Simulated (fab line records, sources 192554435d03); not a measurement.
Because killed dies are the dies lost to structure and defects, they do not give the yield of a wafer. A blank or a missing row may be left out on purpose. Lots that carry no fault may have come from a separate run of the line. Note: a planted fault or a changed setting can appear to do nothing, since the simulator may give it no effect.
Split-lot experiment ; flow n5_finfet ; route with 1938 steps; 7 lots, 39 wafers read

== THE SPLIT ==
At N5_MIM_BOT_SPUTTER_00 (material TiN, target thk 35 nm, time 89.7 s), the setting target_thk_a was moved away from the recipe's 350 angstrom on 12 of the 39 wafers read, by -49.2% to -17.3%. The other wafers ran this setting at the recipe's value.

The split's own step is where the reading is taken.

== THE READING ==
TiN_of_MIM_BOT_SPUTTER_00.thk_nm (the simulator's own value, which no gauge read), in nm, at N5_MIM_BOT_SPUTTER_00 (material TiN, target thk 35 nm, time 89.7 s). The file gives no usual value for it. Across the 27 wafers here that went through the recipe, the average is 35.0 nm and the standard deviation 0.29 nm.

wafer;tool, chamber at the split;target_thk_a as run, angstrom;against the recipe;TiN_of_MIM_BOT_SPUTTER_00.thk_nm, nm;against lot-mates on the recipe
L074.1;pvd_sputter-02, -;217.6;-37.8%;21.8;-13.3
L074.2;pvd_sputter-02, -;350;recipe;35.4;-
L074.3;pvd_sputter-02, -;350;recipe;35;-
L074.5;pvd_sputter-02, -;350;recipe;35;-
L074.4;pvd_sputter-02, -;217.6;-37.8%;22;-13.1
L074.6;pvd_sputter-02, -;217.6;-37.8%;22;-13.1
L076.1;pvd_sputter-02, -;228.2;-34.8%;23.2;-12.1
L076.2;pvd_sputter-02, -;350;recipe;35.2;-
L076.5;pvd_sputter-02, -;350;recipe;35.2;-
L076.3;pvd_sputter-02, -;350;recipe;35.4;-
L076.4;pvd_sputter-02, -;228.2;-34.8%;23.4;-11.9
L076.6;pvd_sputter-02, -;228.2;-34.8%;23.4;-11.9
L081.2;pvd_sputter-02, -;350;recipe;35.2;-
L081.4;pvd_sputter-02, -;350;recipe;34.8;-
L081.6;pvd_sputter-02, -;350;recipe;35;-
L084.1;pvd_sputter-03, -;350;recipe;35;-
L084.3;pvd_sputter-03, -;350;recipe;35;-
L084.5;pvd_sputter-03, -;350;recipe;35;-
L084.2;pvd_sputter-03, -;350;recipe;35.2;-
L084.4;pvd_sputter-03, -;350;recipe;34.6;-
L084.6;pvd_sputter-03, -;350;recipe;34.8;-
L088.1;pvd_sputter-03, -;350;recipe;35.2;-
L088.3;pvd_sputter-03, -;350;recipe;35.2;-
L088.4;pvd_sputter-03, -;350;recipe;35.2;-
L088.2;pvd_sputter-03, -;350;recipe;35.4;-
L088.5;pvd_sputter-03, -;350;recipe;35;-
L088.6;pvd_sputter-03, -;350;recipe;35;-
L093.1;pvd_sputter-02, -;177.9;-49.2%;17.4;-17.1
L093.3;pvd_sputter-02, -;177.9;-49.2%;17.4;-17.1
L093.5;pvd_sputter-02, -;177.9;-49.2%;17.4;-17.1
L093.2;pvd_sputter-02, -;350;recipe;34.6;-
L093.4;pvd_sputter-02, -;350;recipe;34.4;-
L093.6;pvd_sputter-02, -;350;recipe;34.4;-
L097.1;pvd_sputter-02, -;289.6;-17.3%;28.4;-6.3
L097.2;pvd_sputter-02, -;350;recipe;34.6;-
L097.4;pvd_sputter-02, -;350;recipe;34.6;-
L097.3;pvd_sputter-02, -;350;recipe;34.8;-
L097.5;pvd_sputter-02, -;289.6;-17.3%;28.6;-6.1
L097.6;pvd_sputter-02, -;289.6;-17.3%;28.2;-6.5

FIT RESULTS
A straight line over all 39 wafers: TiN_of_MIM_BOT_SPUTTER_00.thk_nm changes by +0.35 nm for each +1% of target_thk_a; r = +1.00; the points scatter about the line by 0.35 nm.
The same after taking each lot's own level away (the mean of its wafers on the recipe; 39 wafers): +0.347 nm for each +1%; r = +1.00; scatter 0.17 nm.
The reading moves by 17 nm for the largest change in target_thk_a, on that fit.
The span of the lots' own levels, 34.47 to 35.27 nm, comes to 2.8 times the standard deviation stated above.
So the lot-to-lot level changes the slope little: the two slopes agree.
Check: with one of the wafers moved furthest among these (-49.2%) left out of the fit, the line predicts -17.1 nm for it against its lot-mates. It came out at -17.1 nm against them.

== ADDITIONAL SPLITS CARRIED BY THESE WAFERS ==
Note: prior to the reading, these wafers also went through further splits. Each is held against what the fit with the lots' levels taken away leaves over:
other split on the same wafers;wafers away from the commonest value;r with TiN_of_MIM_BOT_SPUTTER_00.thk_nm (lot level and that fit taken away)
N5_BEOL_M6_ALD_77 ald_cycles;9;-0.12
N5_BEOL_M8_ALD_77 ald_cycles;18;+0.02
N5_BEOL_M12_ETCH_68 target_depth_a;18;+0.28
N5_BEOL_M14_ILD_DEP_00 time_s;15;-0.24

== THE FILE'S OWN FIT ==
TiN_of_MIM_BOT_SPUTTER_00.thk_nm changes by +0.348 nm for each +1% of target_thk_a, r = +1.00.
